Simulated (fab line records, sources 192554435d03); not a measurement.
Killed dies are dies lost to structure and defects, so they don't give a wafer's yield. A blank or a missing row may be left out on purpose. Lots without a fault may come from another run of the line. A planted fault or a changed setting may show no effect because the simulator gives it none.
Chamber matching | flow n5_finfet | N5_MOL_CONTACT_COAG_CMP_28 on cmp-02: 4 sister chambers
The step polishes, stops on SiNx, t overpolish 0.85 s, target thk 14.522 nm. 22 wafers are shown with their chamber, then 11 later ones without.

WAFERS WITH THEIR CHAMBER
wafer  | chamber | motor_current_A (A) | time_to_endpoint_s (s) | head_pressure_psi (psi)
L075.2 | 0       | 12.2                | 7.1                    | 4.160
L075.3 | 1       | 12.7                | 5.4                    | 4.155
L075.4 | 3       | 11.0                | 5.0                    | 4.162
L076.1 | 0       | 12.4                | 6.6                    | 4.143
L076.2 | 1       | 12.4                | 8.5                    | 4.155
L076.5 | 2       | 12.7                | 10.6                   | 4.146
L079.1 | 3       | 11.0                | 1.8                    | 4.146
L079.4 | 1       | 11.7                | 2.6                    | 4.148
L079.5 | 3       | 10.5                | 5.2                    | 4.153
L080.2 | 3       | 10.8                | 4.2                    | 4.154
L080.3 | 1       | 12.8                | 4.1                    | 4.136
L080.6 | 1       | 12.4                | 3.6                    | 4.138
L083.1 | 0       | 11.8                | 7.3                    | 4.149
L083.2 | 1       | 12.8                | 6.6                    | 4.176
L083.6 | 3       | 11.1                | 5.0                    | 4.156
L087.3 | 0       | 12.5                | 6.2                    | 4.150
L087.4 | 1       | 12.4                | 6.0                    | 4.144
L087.5 | 1       | 12.5                | 5.2                    | 4.134
L088.1 | 2       | 13.2                | 9.7                    | 4.140
L088.4 | 1       | 12.9                | 6.9                    | 4.159
L088.5 | 0       | 11.7                | 4.9                    | 4.143
L089.1 | 3       | 11.4                | 7.6                    | 4.161

SIGNATURES (means of the wafers above)
reading            | chamber 0 | chamber 1 | chamber 2 | chamber 3 | scatter within a chamber
motor_current_A    | 12.120    | 12.511    | 12.950    | 10.967    | 0.344
time_to_endpoint_s | 6.420     | 5.433     | 10.150    | 4.800     | 1.63
head_pressure_psi  | 4.14900   | 4.14944   | 4.14300   | 4.15533   | 0.0101
Rule: a wafer's distance from a chamber is the root of the sum, over the readings, of the square of ((its reading less the chamber's mean) divided by the reading's scatter). The wafer belongs to the nearest chamber; if the next one is less than 2 further off, it can't be placed. The scatter: the root of (the sum of the squares of (reading less its chamber's mean) over the shown wafers, divided by (wafers less chambers)).

WAFERS WITHOUT THEIR CHAMBER
wafer  | motor_current_A (A) | time_to_endpoint_s (s) | head_pressure_psi (psi)
L089.2 | 12.1                | 7.8                    | 4.155
L089.6 | 13.2                | 9.0                    | 4.143
L090.3 | 11.4                | 6.5                    | 4.151
L090.4 | 12.4                | 10.2                   | 4.151
L090.5 | 12.8                | 9.2                    | 4.147
L092.1 | 11.0                | 5.5                    | 4.157
L092.2 | 12.7                | 5.9                    | 4.141
L092.5 | 11.6                | 5.9                    | 4.154
L097.1 | 11.3                | 3.6                    | 4.143
L097.4 | 13.0                | 10.4                   | 4.145
L097.6 | 13.0                | 7.9                    | 4.161

WHICH CHAMBER EACH WENT THROUGH
wafer  | from the rows above          | in truth
L089.2 | can't be placed: 0 or 1      | 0
L089.6 | 2                            | 2
L090.3 | can't be placed: 3 or 0 or 1 | 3
L090.4 | can't be placed: 2 or 0 or 1 | 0
L090.5 | can't be placed: 2 or 1 or 0 | 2
L092.1 | 3                            | 3
L092.2 | can't be placed: 1 or 0 or 2 | 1
L092.5 | can't be placed: 0 or 3 or 1 | 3
L097.1 | can't be placed: 3 or 0      | 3
L097.4 | 2                            | 2
L097.6 | can't be placed: 2 or 1 or 0 | 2
Placed correctly: 3 of 11. Can't be placed from these rows: 8 (the true chamber is among the candidates in 8). Placed wrongly: 0.
